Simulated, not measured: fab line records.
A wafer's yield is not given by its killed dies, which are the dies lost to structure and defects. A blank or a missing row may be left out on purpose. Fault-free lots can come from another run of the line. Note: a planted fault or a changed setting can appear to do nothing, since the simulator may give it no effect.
fab line records	flow nandHarc
[record] lots = 13	wafers = 39	lastDay = 34
route steps=1302 shown P_M1@302 P_M2@323 END@1302
lots that met no fault: from a run of the same line without faults
startH: hours from the record's opening day to when the first of the lot's shown wafers began	waitH: hours elapsed since this lot's preceding step	" as in the row above	L1.1+2: a single row standing in for several wafers	- no value present, or no start provided	* or withheld: withheld	< > ~ a bound
route shown NAME@n: NAME is a module with steps in the file, n the number in the route of the first one	usual: mean/standard deviation taken from wafers without a fault	same: alike in all rows	chamber/n: place in a boat	sites: readings site by site	_std_site: standard deviation of those values	_edge_site: inner sites' mean taken away from outer sites' mean	radiusMm: for every site, how far away it sits from the centre of the wafer	mask NAME#n: copy n	behind: tool/chamber where the wafer was last shaped	hold: cause of the lot's hold/its duration in hours/its outcome	device: the n, p or np transistor that did not switch	end of line: the route-end tests of the same wafers	for a step that has no rows: nothing shown but its recipe	killed: at the first sort, the dies lost to defects and structure; wafer yield is something else	map: a wafer's dies, x killed, . not, _ none there
set.NAME: the setting as run; set.NAME@STEP: as run at that earlier step	model.NAME: the simulator's own value behind a step, which no gauge read
steps of the route over a sample of lots; a table a step, a row a wafer
services: a tool's chamber out of use, with start hour (startH, from the record's first day; less than 0 if before it), hours out, and reason
[[steps]]
[step NHARC_P_M1_STRIP_18]
[recipe] powerW = 1000	n2FlowSccm = 150	h2FlowSccm = 150	arFlowSccm = 0	biasW = 0	chemistry = N2/H2
[usual] chamberPressureMTorr = 30.002/0.029	drypumpMotorCurrentA = 5.6/0.47	oesProductAu = 0.997/0.0093	rfFwdPowerW = 997/3.3	rfVppV = 90.6/0.81	showerheadPlenumPTorr = 2.01/0.08	throttleValvePct = 14.171/0.0088
[same] biasW = 0
lot.wafer	tool	chamber	startH	waitH	chamberPressureMTorr	drypumpMotorCurrentA	oesProductAu	rfFwdPowerW	rfHoursCounterH	rfVppV	showerheadPlenumPTorr	throttleValvePct
L538.4	rieDiel-09	1	143.27	0.1	30.010	5.4	1.015	996	52	92.4	2.13	14.182
L538.3	"	0	"	"	29.943	5.3	1.016	1000	51	89.2	1.91	14.179
L538.6	"	1	"	"	30.029	5.4	1.012	996	-	91.8	2.13	14.167
L541.3	rieDiel-09	2	163.24	0.1	30.017	5.8	0.985	995	3	92.3	2.12	14.168
L541.1	"	3	"	"	30.040	5.4	1.003	992	3	89.0	1.92	14.171
L541.6	"	2	"	"	30.010	5.8	0.985	995	-	91.8	2.12	14.173
L542.4	rieDiel-12	2	179.93	0.1	29.999	5.3	0.985	999	5	90.3	2.02	14.164
L542.6	"	3	"	"	30.024	5.5	0.991	1001	-	92.2	1.98	14.170
L542.5	"	0	"	"	30.001	6.6	1.006	990	-	90.9	2.08	14.168
L543.2	rieDiel-12	3	189.39	0.1	29.993	5.5	0.984	1000	6	90.3	1.98	14.173
L543.1	"	0	"	"	30.009	6.6	1.000	994	6	90.3	2.08	14.164
L543.5	"	0	"	"	30.035	6.6	0.996	998	-	91.1	2.08	14.171
L545.3	rieDiel-12	2	209.04	0.1	29.978	5.3	1.009	1001	7	91.0	2.02	14.179
L545.6	"	1	"	"	30.012	5.8	0.986	993	-	90.8	1.98	14.172
L545.5	"	2	"	"	29.941	5.3	1.010	1001	-	90.6	2.02	14.168
L547.4	rieDiel-08	3	237.07	0.1	30.023	6.0	0.988	998	3	91.5	2.10	14.189
L547.3	"	0	"	"	30.017	5.1	1.005	999	3	91.8	2.12	14.172
L547.2	"	1	"	"	29.935	4.9	0.980	995	3	90.0	1.93	14.168
L549.1	rieDiel-12	1	250.96	0.1	29.955	5.8	0.992	1002	9	91.5	1.98	14.175
L549.2	"	2	"	"	30.019	5.3	0.992	1001	9	89.7	2.02	14.167
L549.6	"	2	"	"	30.016	5.3	0.999	993	-	90.9	2.02	14.170
L552.3	rieDiel-09	3	273.21	0.1	30.003	5.3	1.000	994	42	91.4	1.91	14.156
L552.4	"	2	"	"	30.006	5.8	0.974	993	46	90.6	2.10	14.183
L552.5	"	3	"	"	30.075	5.3	1.005	995	-	88.3	1.91	14.164
L555.4	rieDiel-12	0	304.02	0.1	30.049	6.6	1.002	991	2	91.0	2.07	14.167
L555.1	"	1	"	"	30.010	5.7	0.997	1000	2	90.1	1.98	14.178
L555.3	"	2	"	"	29.982	5.3	0.991	999	2	90.0	2.02	14.193
L556.4	rieDiel-08	0	314.26	0.1	30.009	5.1	1.008	997	11	89.9	2.12	14.178
L556.1	"	1	"	"	30.010	4.9	0.994	989	10	91.4	1.93	14.173
L556.3	"	2	"	"	30.039	5.5	0.991	999	9	90.8	1.89	14.154
L557.2	rieDiel-12	3	325.14	0.1	30.021	5.6	0.999	995	3	89.8	1.98	14.184
L557.6	"	3	"	"	30.035	5.5	0.997	998	-	90.1	1.98	14.175
L557.5	"	0	"	"	30.014	6.6	0.981	995	-	90.1	2.07	14.177
L559.3	rieDiel-12	1	343.57	0.1	30.019	5.8	0.996	1006	5	90.4	1.98	14.173
L559.4	"	3	"	"	29.988	5.6	0.993	1001	5	90.6	1.98	14.174
L559.6	"	1	"	"	30.048	5.8	0.995	994	-	91.0	1.98	14.181
L560.3	rieDiel-08	1	355.06	0.1	30.017	4.9	0.991	995	13	91.1	1.93	14.181
L560.4	"	2	"	"	30.003	5.5	0.995	999	14	90.8	1.89	14.173
L560.2	"	3	"	"	30.018	6.0	0.986	1001	15	91.0	2.10	14.184
[step NHARC_P_M1_INSPECT_27]
[usual] rawDefectCount = 290/120
lot.wafer	tool	chamber	startH	waitH	rawDefectCount
L538.3	defectInspect-01	-	145.47	0.0	168
L538.4	"	-	"	"	236
L538.6	"	-	"	"	109
L541.1	defectInspect-02	-	165.42	0.0	1020
L541.3	"	-	"	"	351
L541.6	"	-	"	"	544
L542.4	defectInspect-01	-	182.04	0.0	273
L542.5	"	-	"	"	202
L542.6	"	-	"	"	261
L543.1	defectInspect-01	-	191.88	0.0	276
L543.2	"	-	"	"	148
L543.5	"	-	"	"	193
L545.3	defectInspect-02	-	211.22	0.0	178
L545.5	"	-	"	"	146
L545.6	"	-	"	"	248
L547.2	defectInspect-02	-	239.25	0.0	613
L547.3	"	-	"	"	448
L547.4	"	-	"	"	334
L549.1	defectInspect-02	-	253.15	0.0	382
L549.2	"	-	"	"	376
L549.6	"	-	"	"	242
L552.3	defectInspect-02	-	275.56	0.0	337
L552.4	"	-	"	"	401
L552.5	"	-	"	"	386
L555.1	defectInspect-02	-	306.21	0.0	238
L555.3	"	-	"	"	175
L555.4	"	-	"	"	179
L556.1	defectInspect-01	-	316.43	0.0	216
L556.3	"	-	"	"	184
L556.4	"	-	"	"	289
L557.2	defectInspect-01	-	327.45	0.0	328
L557.5	"	-	"	"	223
L557.6	"	-	"	"	299
L559.3	defectInspect-01	-	345.73	0.0	314
L559.4	"	-	"	"	272
L559.6	"	-	"	"	242
L560.2	defectInspect-02	-	357.32	0.0	339
L560.3	"	-	"	"	216
L560.4	"	-	"	"	133
[step NHARC_P_M1_PRE_CLEAN_32]
[recipe] timeS = 12	tempC = 370	rfPowerW = 300	gas = NH3
[usual] heaterPowerW = 612/55	rfFwdPowerW = 292.4/0.8
lot.wafer	tool	chamber	startH	waitH	heaterPowerW	rfFwdPowerW	sinceWetCleanH
L538.3	pecvd-04	0	145.54	0.1	566	291.9	44
L538.6	"	0	"	"	568	292.3	-
L538.4	"	2	"	"	569	291.0	-
L541.1	pecvd-04	1	165.49	0.1	667	292.2	64
L541.3	"	0	"	"	520	292.7	64
L541.6	"	1	"	"	676	292.2	-
L542.4	pecvd-01	0	182.15	0.1	549	291.6	-
L542.5	"	1	"	"	582	292.9	-
L542.6	"	2	"	"	595	292.0	-
L543.1	pecvd-01	1	191.95	0.1	641	292.3	49
L543.2	"	0	"	"	496	292.5	49
L543.5	"	2	"	"	637	293.1	-
L545.3	pecvd-04	0	211.31	0.1	539	292.1	110
L545.6	"	2	"	"	600	291.2	-
L545.5	"	0	"	"	528	293.2	-
L547.2	pecvd-04	2	239.32	0.1	523	292.3	138
L547.3	"	1	"	"	699	292.4	138
L547.4	"	0	"	"	543	292.3	-
L549.1	pecvd-01	1	253.21	0.1	624	291.7	110
L549.2	"	0	"	"	491	293.4	110
L549.6	"	2	"	"	630	292.1	-
L552.3	pecvd-02	2	275.62	0.1	639	292.0	36
L552.4	"	2	"	"	643	291.8	-
L552.5	"	0	"	"	582	292.8	-
L555.3	pecvd-04	2	306.28	0.1	535	292.5	24
L555.1	"	1	"	"	741	293.3	24
L555.4	"	1	"	"	710	292.2	-
L556.3	pecvd-02	1	316.49	0.1	589	293.4	76
L556.1	"	2	"	"	679	292.8	76
L556.4	"	1	"	"	599	293.5	-
L557.2	pecvd-01	0	327.53	0.1	580	292.3	4
L557.6	"	2	"	"	562	292.6	-
L557.5	"	1	"	"	652	291.9	-
L559.3	pecvd-01	1	345.83	0.1	645	292.0	22
L559.4	"	2	"	"	617	290.8	-
L559.6	"	1	"	"	653	292.9	-
L560.2	pecvd-01	1	357.40	0.1	567	294.6	33
L560.3	"	2	"	"	586	292.2	33
L560.4	"	2	"	"	586	292.2	-
[step NHARC_P_M2_SOFTBAKE_04]
[recipe] tempC = 105	timeS = 55
[usual] heaterPowerTotalW = 188.46/0.14
lot.wafer	tool	chamber	startH	waitH	heaterPowerTotalW
L538.3	lithoTrack-04	0	146	-	188.29
L538.4	"	0	"	"	188.26
L538.6	"	0	"	"	188.70
L541.1	lithoTrack-01	0	166	-	188.40
L541.3	"	0	"	"	188.52
L541.6	"	0	"	"	188.54
L542.4	lithoTrack-01	0	183	-	188.54
L542.5	"	0	"	"	188.33
L542.6	"	0	"	"	188.37
L543.1	lithoTrack-04	0	192	-	188.40
L543.2	"	0	"	"	188.35
L543.5	"	0	"	"	188.34
L545.3	lithoTrack-04	0	212	-	188.74
L545.5	"	0	"	"	188.54
L545.6	"	0	"	"	188.41
L547.2	lithoTrack-04	0	240	-	212.44
L547.3	"	0	"	"	212.52
L547.4	"	0	"	"	212.44
L549.1	lithoTrack-04	0	254	-	212.54
L549.2	"	0	"	"	212.92
L549.6	"	0	"	"	212.46
L552.3	lithoTrack-01	0	276	-	188.25
L552.4	"	0	"	"	188.37
L552.5	"	0	"	"	188.78
L555.1	lithoTrack-01	0	307	-	188.45
L555.3	"	0	"	"	188.61
L555.4	"	0	"	"	188.67
L556.1	lithoTrack-06	0	317	-	188.38
L556.3	"	0	"	"	188.36
L556.4	"	0	"	"	188.41
L557.2	lithoTrack-06	0	328	-	188.34
L557.5	"	0	"	"	188.35
L557.6	"	0	"	"	188.31
L559.3	lithoTrack-04	0	346	-	188.42
L559.4	"	0	"	"	188.40
L559.6	"	0	"	"	188.48
L560.2	lithoTrack-04	0	358	-	188.35
L560.3	"	0	"	"	188.58
L560.4	"	0	"	"	188.79
[step NHARC_END_SORT_01]
[recipe] tempC = 25
[usual] defectLimitedYield = 91/3.2	killedAtArray = 53/21	killedAtOther = 1.1/1.5	killedAtPeriphery = 3.9/2.7	killedDies = 58/21	killedOpen = 3.4/1.9	killedShort = 2.3/1.5
[same] grossDies = 677
lot.wafer	tool	chamber	startH	waitH	defectLimitedYield[%]	killedAtArray	killedAtOther	killedAtPeriphery	killedDies	killedOpen	killedShort
L538.3	prober-01	0	582.54	3.1	89	68	1	5	74	3	2
L538.4	prober-01	0	583.35	3.4	87	86	0	2	88	4	0
L538.6	prober-01	0	584.97	4.0	91	61	0	2	63	3	0
L541.1	prober-01	0	594.00	2.5	90	64	1	4	69	5	3
L541.3	prober-01	0	595.56	3.1	89	70	2	2	74	5	1
L541.6	prober-01	0	597.90	3.9	89	71	1	5	77	1	1
L542.4	prober-02	0	622.86	3.4	91	51	0	8	59	3	1
L542.5	prober-02	0	623.66	3.7	90	62	0	7	69	6	1
L542.6	prober-02	0	624.46	4.0	90	62	2	4	68	2	1
L543.1	prober-01	0	633.99	2.5	92	48	0	4	52	4	2
L543.2	prober-01	0	634.78	2.8	92	50	0	3	53	1	3
L543.5	prober-01	0	637.16	3.7	93	50	0	0	50	3	0
L545.3	prober-01	0	649.88	3.1	96	23	2	2	27	2	2
L545.5	prober-01	0	651.51	3.7	95	29	4	1	34	3	5
L545.6	prober-01	0	652.32	4.1	95	22	3	10	35	3	5
L547.2	prober-02	0	678.22	2.8	89	67	1	6	74	2	4
L547.3	prober-02	0	679.03	3.1	92	54	0	0	54	3	1
L547.4	prober-02	0	679.83	3.4	92	53	0	1	54	2	2
L549.1	prober-02	0	695.75	2.5	87	88	0	1	89	4	3
L549.2	prober-02	0	696.56	2.8	92	54	0	2	56	1	4
L549.6	prober-02	0	699.80	4.0	90	66	0	3	69	4	2
L552.3	prober-01	0	711.79	3.1	92	40	0	12	52	2	1
L552.4	prober-01	0	712.59	3.4	93	44	0	5	49	3	3
L552.5	prober-01	0	713.39	3.7	91	50	0	13	63	5	4
L555.1	prober-01	0	744.14	2.5	93	42	1	5	48	7	1
L555.3	prober-01	0	745.76	3.1	95	34	1	1	36	2	5
L555.4	prober-01	0	746.56	3.4	95	30	0	4	34	3	3
L556.1	prober-01	0	764.73	2.5	89	68	5	4	77	5	1
L556.3	prober-01	0	766.38	3.1	90	57	2	7	66	5	3
L556.4	prober-01	0	767.20	3.5	91	51	4	4	59	1	0
L557.2	prober-02	0	768.01	2.8	88	78	1	2	81	1	4
L557.5	prober-02	0	770.39	3.7	91	59	0	3	62	4	1
L557.6	prober-02	0	771.18	4.0	91	61	1	1	63	4	1
L559.3	prober-01	0	774.27	3.1	86	83	6	8	97	2	3
L559.4	prober-01	0	775.08	3.4	88	75	1	4	80	3	1
L559.6	prober-01	0	776.68	4.0	90	57	3	5	65	3	2
L560.2	prober-01	0	811.38	2.8	94	43	1	0	44	3	0
L560.3	prober-01	0	812.17	3.1	93	44	2	3	49	4	1
L560.4	prober-01	0	812.97	3.4	93	45	0	4	49	3	2
// killed by level:class
L538.3 A_SLIT:chamberFilmFlake=27 A_CHANNEL_HOLE_D1:chamberFilmFlake=25 A_CHANNEL_HOLE_D2:chamberFilmFlake=6 A_CHANNEL_FILL_D1:chamberFilmFlake=3 P_ZERO_WELL:chamberFilmFlake=2 P_GATE:chamberFilmFlake=1 P_CONTACT:geometricParticle:short=1 P_M0:geometricParticle:open=1
L538.4 A_CHANNEL_HOLE_D1:chamberFilmFlake=46 A_SLIT:chamberFilmFlake=26 A_CONTACT:chamberFilmFlake=4 A_CHANNEL_HOLE_D2:chamberFilmFlake=3 A_M0:geometricParticle:open=2 A_DECK1_JOINT:chamberFilmFlake=2 A_CHANNEL_FILL_D1:geometricParticle:open=1 A_WL_FILL:geometricParticle:open=1
L538.6 A_CHANNEL_HOLE_D1:chamberFilmFlake=27 A_SLIT:chamberFilmFlake=21 A_CHANNEL_HOLE_D2:chamberFilmFlake=7 A_CONTACT:chamberFilmFlake=2 P_STI:geometricParticle:open=1 A_WL_FILL:geometricParticle:open=1 A_M0:geometricParticle:open=1 P_ZERO_WELL:chamberFilmFlake=1
L541.1 A_CHANNEL_HOLE_D1:chamberFilmFlake=26 A_SLIT:chamberFilmFlake=19 A_CHANNEL_HOLE_D2:chamberFilmFlake=8 A_STAIRCASE:chamberFilmFlake=3 P_ZERO_WELL:chamberFilmFlake=2 A_CONTACT:chamberFilmFlake=2 P_CONTACT:geometricParticle:open=1 P_M0:geometricParticle:open=1
L541.3 A_CHANNEL_HOLE_D1:chamberFilmFlake=31 A_SLIT:chamberFilmFlake=19 A_CHANNEL_HOLE_D2:chamberFilmFlake=8 A_STAIRCASE:chamberFilmFlake=3 A_CONTACT:chamberFilmFlake=3 THIN_TSV:chamberFilmFlake=2 P_CONTACT:geometricParticle:open=1 A_SOURCE_PLATE:geometricParticle:open=1
L541.6 A_CHANNEL_HOLE_D1:chamberFilmFlake=33 A_SLIT:chamberFilmFlake=32 P_ZERO_WELL:chamberFilmFlake=4 A_CHANNEL_HOLE_D2:chamberFilmFlake=3 A_ONON_D1:geometricParticle:short=1 A_CONTACT:geometricParticle:open=1 P_M0:chamberFilmFlake=1 A_STAIRCASE:chamberFilmFlake=1
L542.4 A_SLIT:chamberFilmFlake=31 A_CHANNEL_HOLE_D2:chamberFilmFlake=6 P_BONDPAD:chamberFilmFlake=5 A_CONTACT:chamberFilmFlake=3 A_CHANNEL_HOLE_D1:chamberFilmFlake=2 A_CHANNEL_FILL_D1:chamberFilmFlake=2 A_WL_FILL:chamberFilmFlake=2 P_GATE:geometricParticle:open=1
L542.5 A_SLIT:chamberFilmFlake=27 A_CHANNEL_HOLE_D2:chamberFilmFlake=17 A_CONTACT:chamberFilmFlake=5 P_BONDPAD:chamberFilmFlake=3 A_CHANNEL_HOLE_D1:chamberFilmFlake=3 P_CONTACT:geometricParticle:open=2 A_CHANNEL_FILL_D2:chamberFilmFlake=2 P_M0:geometricParticle:short=1
L542.6 A_SLIT:chamberFilmFlake=28 A_CHANNEL_HOLE_D2:chamberFilmFlake=15 P_BONDPAD:chamberFilmFlake=4 A_CONTACT:chamberFilmFlake=4 A_M0:chamberFilmFlake=4 A_CHANNEL_HOLE_D1:chamberFilmFlake=3 A_CHANNEL_FILL_D1:chamberFilmFlake=3 A_M0:geometricParticle:open=2
L543.1 A_CHANNEL_HOLE_D2:chamberFilmFlake=27 A_CONTACT:chamberFilmFlake=7 A_STAIRCASE:chamberFilmFlake=5 A_CHANNEL_HOLE_D1:chamberFilmFlake=2 A_M1:chamberFilmFlake=2 P_CONTACT:geometricParticle:open=1 P_M0:geometricParticle:open=1 A_ONON_D1:geometricParticle:short=1
L543.2 A_CHANNEL_HOLE_D2:chamberFilmFlake=27 A_CHANNEL_FILL_D1:chamberFilmFlake=5 A_CONTACT:chamberFilmFlake=5 A_STAIRCASE:chamberFilmFlake=4 P_ZERO_WELL:chamberFilmFlake=3 A_SLIT:chamberFilmFlake=3 A_ONON_D1:geometricParticle:short=2 A_CHANNEL_HOLE_D1:chamberFilmFlake=2
L543.5 A_CHANNEL_HOLE_D2:chamberFilmFlake=22 A_CHANNEL_FILL_D1:chamberFilmFlake=7 A_CHANNEL_HOLE_D1:chamberFilmFlake=6 A_STAIRCASE:chamberFilmFlake=4 A_CONTACT:chamberFilmFlake=4 A_DECK1_JOINT:chamberFilmFlake=2 A_ONON_D1:geometricParticle:open=1 A_ONON_D2:geometricParticle:open=1
L545.3 A_CHANNEL_HOLE_D2:chamberFilmFlake=15 P_M2:chamberFilmFlake=2 A_CHANNEL_HOLE_D1:chamberFilmFlake=2 THIN_TSV:chamberFilmFlake=2 A_ONON_D2:geometricParticle:open=1 A_CHANNEL_FILL_D2:geometricParticle:short=1 A_WL_FILL:geometricParticle:short=1 A_M0:geometricParticle:open=1
L545.5 A_CHANNEL_HOLE_D2:chamberFilmFlake=17 A_CHANNEL_HOLE_D1:chamberFilmFlake=3 THIN_TSV:chamberFilmFlake=3 A_ONON_D1:geometricParticle:short=2 A_DECK1_JOINT:chamberFilmFlake=2 A_CHANNEL_FILL_D1:geometricParticle:open=1 A_ONON_D2:geometricParticle:short=1 A_CHANNEL_FILL_D2:geometricParticle:short=1
L545.6 A_CHANNEL_HOLE_D2:chamberFilmFlake=15 P_M2:chamberFilmFlake=4 A_DECK1_JOINT:chamberFilmFlake=3 THIN_TSV:chamberFilmFlake=3 P_M0:geometricParticle:short=2 P_GATE:chamberFilmFlake=2 P_GATE:geometricParticle:short=1 P_CONTACT:geometricParticle:open=1
L547.2 A_CHANNEL_HOLE_D1:chamberFilmFlake=35 A_CHANNEL_HOLE_D2:chamberFilmFlake=18 A_CONTACT:chamberFilmFlake=6 P_GATE:chamberFilmFlake=2 A_DECK1_JOINT:chamberFilmFlake=2 A_STAIRCASE:chamberFilmFlake=2 P_CONTACT:geometricParticle:open=1 P_M0:geometricParticle:short=1
L547.3 A_CHANNEL_HOLE_D1:chamberFilmFlake=30 A_CHANNEL_HOLE_D2:chamberFilmFlake=10 A_CONTACT:chamberFilmFlake=3 A_BLC:chamberFilmFlake=2 A_DECK1_JOINT:geometricParticle:open=1 A_ONON_D2:geometricParticle:open=1 A_WL_FILL:geometricParticle:short=1 A_M0:geometricParticle:open=1
L547.4 A_CHANNEL_HOLE_D1:chamberFilmFlake=24 A_CHANNEL_HOLE_D2:chamberFilmFlake=20 A_STAIRCASE:chamberFilmFlake=2 A_CONTACT:chamberFilmFlake=2 A_CHANNEL_FILL_D1:geometricParticle:open=1 A_ONON_D2:geometricParticle:short=1 A_CONTACT:geometricParticle:short=1 A_M0:geometricParticle:open=1
L549.1 A_CHANNEL_HOLE_D1:chamberFilmFlake=39 A_SLIT:chamberFilmFlake=34 A_CONTACT:chamberFilmFlake=5 A_STAIRCASE:chamberFilmFlake=3 P_M2:geometricParticle:open=1 A_CHANNEL_FILL_D1:geometricParticle:short=1 A_ONON_D2:geometricParticle:short=1 A_ONON_D2:geometricParticle:open=1
L549.2 A_SLIT:chamberFilmFlake=31 A_CHANNEL_HOLE_D1:chamberFilmFlake=11 A_CONTACT:chamberFilmFlake=4 A_CHANNEL_FILL_D1:geometricParticle:short=2 A_CHANNEL_HOLE_D2:chamberFilmFlake=2 P_CONTACT:geometricParticle:open=1 A_SOURCE_PLATE:geometricParticle:short=1 A_WL_FILL:geometricParticle:short=1
L549.6 A_CHANNEL_HOLE_D1:chamberFilmFlake=27 A_SLIT:chamberFilmFlake=27 A_CONTACT:chamberFilmFlake=3 P_STI:chamberFilmFlake=2 A_WL_FILL:chamberFilmFlake=2 A_SGD_CUT:geometricParticle:open=1 A_CHANNEL_HOLE_D1:geometricParticle:short=1 A_CHANNEL_FILL_D1:geometricParticle:short=1
L552.3 A_CHANNEL_HOLE_D1:chamberFilmFlake=32 P_M0:chamberFilmFlake=5 P_GATE:chamberFilmFlake=4 A_STAIRCASE:chamberFilmFlake=2 P_GATE:geometricParticle:open=1 P_CONTACT:geometricParticle:open=1 A_CHANNEL_FILL_D1:geometricParticle:short=1 P_STI:chamberFilmFlake=1
L552.4 A_CHANNEL_HOLE_D1:chamberFilmFlake=28 A_STAIRCASE:chamberFilmFlake=5 P_GATE:chamberFilmFlake=3 A_CONTACT:chamberFilmFlake=2 A_BONDPAD:chamberFilmFlake=2 P_CONTACT:geometricParticle:short=1 A_ONON_D1:geometricParticle:short=1 A_DECK1_JOINT:geometricParticle:open=1
L552.5 A_CHANNEL_HOLE_D1:chamberFilmFlake=37 P_GATE:chamberFilmFlake=7 A_STAIRCASE:chamberFilmFlake=3 P_GATE:geometricParticle:open=2 A_CHANNEL_HOLE_D2:geometricParticle:open=2 A_SLIT:chamberFilmFlake=2 A_WL_FILL:chamberFilmFlake=2 P_STI:geometricParticle:short=1
L555.1 A_CHANNEL_HOLE_D1:chamberFilmFlake=16 A_SLIT:chamberFilmFlake=6 A_ZERO_WELL:chamberFilmFlake=4 A_CONTACT:chamberFilmFlake=4 A_CHANNEL_FILL_D1:geometricParticle:open=2 P_GATE:chamberFilmFlake=2 A_M1:chamberFilmFlake=2 A_WL_FILL:chamberFilmFlake=2
L555.3 A_CHANNEL_HOLE_D1:chamberFilmFlake=10 A_SLIT:chamberFilmFlake=5 A_CONTACT:chamberFilmFlake=4 A_M1:chamberFilmFlake=3 A_ONON_D2:geometricParticle:short=2 A_ZERO_WELL:chamberFilmFlake=2 A_WL_FILL:chamberFilmFlake=2 A_CHANNEL_FILL_D1:geometricParticle:open=1
L555.4 A_CHANNEL_HOLE_D1:chamberFilmFlake=9 A_SLIT:chamberFilmFlake=4 P_GATE:chamberFilmFlake=3 A_ZERO_WELL:chamberFilmFlake=3 A_M1:chamberFilmFlake=3 A_ONON_D2:geometricParticle:short=2 A_WL_FILL:chamberFilmFlake=2 A_CHANNEL_FILL_D1:geometricParticle:open=1
L556.1 A_CHANNEL_HOLE_D1:chamberFilmFlake=38 A_SLIT:chamberFilmFlake=10 A_CONTACT:chamberFilmFlake=5 THIN_TSV:chamberFilmFlake=5 A_M1:chamberFilmFlake=4 A_ZERO_WELL:chamberFilmFlake=3 P_STI:chamberFilmFlake=2 A_STAIRCASE:chamberFilmFlake=2
L556.3 A_CHANNEL_HOLE_D1:chamberFilmFlake=31 A_SLIT:chamberFilmFlake=7 A_CONTACT:chamberFilmFlake=5 P_GATE:chamberFilmFlake=4 A_M1:chamberFilmFlake=3 P_M0:geometricParticle:open=2 A_STAIRCASE:chamberFilmFlake=2 THIN_TSV:chamberFilmFlake=2
L556.4 A_CHANNEL_HOLE_D1:chamberFilmFlake=34 A_SLIT:chamberFilmFlake=5 THIN_TSV:chamberFilmFlake=4 A_M1:chamberFilmFlake=4 P_GATE:chamberFilmFlake=3 A_CONTACT:chamberFilmFlake=3 A_STAIRCASE:chamberFilmFlake=2 A_ONON_D1:geometricParticle:open=1
L557.2 A_SLIT:chamberFilmFlake=36 A_CHANNEL_HOLE_D2:chamberFilmFlake=21 A_CHANNEL_HOLE_D1:chamberFilmFlake=12 A_ONON_D2:geometricParticle:short=2 P_GATE:chamberFilmFlake=2 A_WL_FILL:chamberFilmFlake=2 A_DECK1_JOINT:geometricParticle:short=1 A_SGD_CUT:geometricParticle:short=1
L557.5 A_SLIT:chamberFilmFlake=28 A_CHANNEL_HOLE_D2:chamberFilmFlake=13 A_CHANNEL_HOLE_D1:chamberFilmFlake=7 A_M1:chamberFilmFlake=3 A_STAIRCASE:chamberFilmFlake=2 A_WL_FILL:chamberFilmFlake=2 P_M0:geometricParticle:open=1 P_M1:geometricParticle:short=1
L557.6 A_SLIT:chamberFilmFlake=25 A_CHANNEL_HOLE_D2:chamberFilmFlake=13 A_CHANNEL_HOLE_D1:chamberFilmFlake=10 A_CONTACT:chamberFilmFlake=3 A_STAIRCASE:chamberFilmFlake=2 A_WL_FILL:chamberFilmFlake=2 P_M0:geometricParticle:open=1 A_SOURCE_PLATE:geometricParticle:open=1
L559.3 A_SLIT:chamberFilmFlake=28 A_CHANNEL_HOLE_D2:chamberFilmFlake=27 A_CHANNEL_HOLE_D1:chamberFilmFlake=16 A_CONTACT:chamberFilmFlake=6 THIN_TSV:chamberFilmFlake=5 P_CONTACT:chamberFilmFlake=4 P_BONDPAD:chamberFilmFlake=3 A_STAIRCASE:chamberFilmFlake=2
L559.4 A_SLIT:chamberFilmFlake=36 A_CHANNEL_HOLE_D2:chamberFilmFlake=23 A_CHANNEL_HOLE_D1:chamberFilmFlake=8 A_CONTACT:chamberFilmFlake=5 P_BONDPAD:chamberFilmFlake=3 P_STI:geometricParticle:short=1 A_SOURCE_PLATE:geometricParticle:open=1 A_ONON_D1:geometricParticle:open=1
L559.6 A_SLIT:chamberFilmFlake=21 A_CHANNEL_HOLE_D2:chamberFilmFlake=13 A_CHANNEL_HOLE_D1:chamberFilmFlake=11 A_CONTACT:chamberFilmFlake=4 P_BONDPAD:chamberFilmFlake=3 A_STAIRCASE:chamberFilmFlake=3 THIN_TSV:chamberFilmFlake=3 P_M1:geometricParticle:short=1
L560.2 A_CHANNEL_HOLE_D1:chamberFilmFlake=17 A_SLIT:chamberFilmFlake=11 A_CHANNEL_HOLE_D2:chamberFilmFlake=4 A_STAIRCASE:chamberFilmFlake=4 A_WL_FILL:chamberFilmFlake=2 A_CHANNEL_FILL_D1:geometricParticle:open=1 A_ONON_D2:geometricParticle:open=1 A_CHANNEL_FILL_D2:geometricParticle:open=1
L560.3 A_CHANNEL_HOLE_D1:chamberFilmFlake=19 A_CHANNEL_HOLE_D2:chamberFilmFlake=5 A_SLIT:chamberFilmFlake=5 A_CONTACT:chamberFilmFlake=4 A_BLC:geometricParticle:open=2 A_STAIRCASE:chamberFilmFlake=2 A_WL_FILL:chamberFilmFlake=2 THIN_TSV:chamberFilmFlake=2
L560.4 A_CHANNEL_HOLE_D1:chamberFilmFlake=19 A_SLIT:chamberFilmFlake=8 A_CHANNEL_HOLE_D2:chamberFilmFlake=4 A_STAIRCASE:chamberFilmFlake=3 A_WL_FILL:geometricParticle:open=2 P_GATE:chamberFilmFlake=2 P_BONDPAD:chamberFilmFlake=2 A_WL_FILL:chamberFilmFlake=2
[[services]]
tool	chamber	startH	hours	kind
pecvd-01	-	130.00	13.0	pm
rieDiel-12	-	139.41	0.7	repair
rieDiel-09	-	143.62	9.0	pm
lithoTrack-01	-	155.00	7.0	pm
rieDiel-08	2	170.87	9.6	repair
rieDiel-12	-	173.48	1.7	repair
lithoTrack-06	-	179.00	7.0	pm
rieDiel-09	1	187.75	7.5	repair
rieDiel-08	-	190.86	9.0	pm
rieDiel-09	-	194.53	0.2	repair
lithoTrack-04	-	203.00	7.0	pm
pecvd-02	-	227.06	13.0	pm
rieDiel-09	2	247.08	1.7	repair
pecvd-01	-	249.15	0.8	repair
rieDiel-12	2	254.31	8.6	repair
pecvd-04	-	257.48	0.5	repair
pecvd-04	2	258.07	5.4	repair
rieDiel-12	-	268.40	9.0	pm
pecvd-04	-	269.26	13.0	pm
pecvd-04	-	297.73	1.1	repair
pecvd-01	-	311.00	13.0	pm
rieDiel-09	-	320.62	9.0	pm
lithoTrack-01	-	330.00	7.0	pm
lithoTrack-06	-	354.00	7.0	pm
[[key]]
[firstSign] step = NHARC_P_M2_SOFTBAKE_04	reading = heaterPowerTotalW	direction = up	sigmas = 99+	usual = *	struck = *
effect none on later readings
metAt NHARC_P_M2_SOFTBAKE_04
struckLots L547,L549
notActingAt NHARC_P_M1_STRIP_18,NHARC_P_M1_INSPECT_27,NHARC_P_M1_PRE_CLEAN_32
onsetBetween 212 240
[fault] kind = processParameterDrift	tool = lithoTrack-04	chamber = -	onsetH = 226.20	steps = NHARC_P_M2_SOFTBAKE_04	channel = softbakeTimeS	offset = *	shape = step	endH = 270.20	actsIn = *	stated = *
